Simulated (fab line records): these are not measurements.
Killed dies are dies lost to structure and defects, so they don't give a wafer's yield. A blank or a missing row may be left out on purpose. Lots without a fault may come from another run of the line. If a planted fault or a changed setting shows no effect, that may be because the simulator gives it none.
Split-lot experiment | flow n5_finfet | 7 lots, 21 wafers read, on a route of 1938 steps

THE SPLIT
At N5_DUMMY_GATE_PECVD_30 (deposits SiO2 from TEOS/O2, target thk 55 nm, time 10.8 s), the setting time_s was moved away from the recipe's 10.8 s on 5 of the 21 wafers read, by -9.5% to +11.7%. This setting was run at the recipe's value on the other wafers.

FROM THE SPLIT TO THE READING: what the file shows between them, 5 steps
- N5_DUMMY_GATE_COAT_34: time 60 s, resist thk 60 nm
- N5_DUMMY_GATE_COAT_35: time 60 s, resist thk 10 nm
- N5_DUMMY_GATE_ETCH_31: etches SiO2 in C4F6/O2, target depth 82.5 nm, time 27.5 s
- N5_DUMMY_GATE_STRIP_41: strips in O2
- N5_DUMMY_GATE_HM_OPEN_21: chemistry CH3F/O2, target SiNx, target depth 120 nm, time 171.4 s

THE READING
SiO2_of_DUMMY_GATE_PECVD_30.thk_nm (the simulator's own value, which no gauge read), in nm, at N5_DUMMY_GATE_ETCH_32 (etches SiO2 in CF4, target depth 3.5 nm, time 3.9 s). The file does not state a usual value for it. Across the 16 wafers here that went through the recipe, the average is 41.4 nm and the standard deviation 0.89 nm.

wafer  | tool, chamber at the split | time_s as run, s | against the recipe | SiO2_of_DUMMY_GATE_PECVD_30.thk_nm, nm | against lot-mates on the recipe
L080.2 | pecvd-03, 0                | 12.06            | +11.7%             | 46.8                                   | +6.0
L080.3 | pecvd-03, 2                | 10.8             | recipe             | 40.6                                   | -
L080.4 | pecvd-03, 2                | 10.8             | recipe             | 41                                     | -
L081.1 | pecvd-03, 1                | 10.8             | recipe             | 39.8                                   | -
L081.4 | pecvd-03, 0                | 9.769            | -9.5%              | 36.8                                   | -3.0
L081.5 | pecvd-03, 2                | 9.769            | -9.5%              | 36                                     | -3.8
L085.1 | pecvd-01, 1                | 10.8             | recipe             | 41.4                                   | -
L085.2 | pecvd-01, 0                | 10.8             | recipe             | 42.4                                   | -
L085.5 | pecvd-01, 1                | 10.8             | recipe             | 42.8                                   | -
L086.2 | pecvd-01, 1                | 10.8             | recipe             | 41                                     | -
L086.4 | pecvd-01, 0                | 10.8             | recipe             | 43                                     | -
L086.6 | pecvd-01, 2                | 10.8             | recipe             | 41.8                                   | -
L088.3 | pecvd-01, 1                | 10.8             | recipe             | 41.2                                   | -
L088.4 | pecvd-01, 2                | 11.58            | +7.2%              | 46.8                                   | +5.2
L088.5 | pecvd-01, 0                | 10.8             | recipe             | 42                                     | -
L089.3 | pecvd-03, 0                | 10.8             | recipe             | 40.6                                   | -
L089.4 | pecvd-03, 1                | 10.8             | recipe             | 40.8                                   | -
L089.6 | pecvd-03, 2                | 10.8             | recipe             | 40.4                                   | -
L097.1 | pecvd-01, 1                | 11.47            | +6.2%              | 45.4                                   | +3.3
L097.3 | pecvd-01, 0                | 10.8             | recipe             | 41.8                                   | -
L097.6 | pecvd-01, 2                | 10.8             | recipe             | 42.4                                   | -

THE FIT
A straight line over all 21 wafers: SiO2_of_DUMMY_GATE_PECVD_30.thk_nm changes by +0.542 nm for each +1% of time_s; r = +0.94; the points scatter about the line by 0.93 nm.
The same after taking each lot's own level away (the mean of its wafers on the recipe; 21 wafers): +0.468 nm for each +1%; r = +0.95; scatter 0.69 nm.
Per that fit: largest time_s move, reading shift of 5.5 nm.
From 39.80 to 42.20 nm: that is the span of the lots' own levels, equal to 2.7 times the standard deviation above.
So the slope is not independent of the lot-to-lot level: the two fits are not the same.
Check: +5.52 nm against its lot-mates is what the line predicts for one of the wafers moved furthest among these (+11.7%) when that wafer is left out of the fit. Against them it came out at +6 nm.

THE WHOLE CHAIN: every reading that the file lists as answering this split, in the file's order
step                     | what it does                                                      | reading                                                                             | change (the file's fit)               | r (the file's)
N5_DUMMY_GATE_PECVD_30   | deposits SiO2 from TEOS/O2, target thk 55 nm, time 10.8 s         | SiO2_of_DUMMY_GATE_PECVD_30.thk_nm (the simulator's own value, which no gauge read) | +0.495 nm for each +1% of the setting | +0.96
N5_DUMMY_GATE_HM_OPEN_21 | chemistry CH3F/O2, target SiNx, target depth 120 nm, time 171.4 s | SiO2_of_DUMMY_GATE_PECVD_30.thk_nm (the simulator's own value, which no gauge read) | +0.504 nm for each +1% of the setting | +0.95
N5_DUMMY_GATE_ETCH_32    | etches SiO2 in CF4, target depth 3.5 nm, time 3.9 s               | SiO2_of_DUMMY_GATE_PECVD_30.thk_nm (the simulator's own value, which no gauge read) | +0.505 nm for each +1% of the setting | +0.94

THE FILE'S OWN FIT
SiO2_of_DUMMY_GATE_PECVD_30.thk_nm changes by +0.505 nm for each +1% of time_s, r = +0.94.
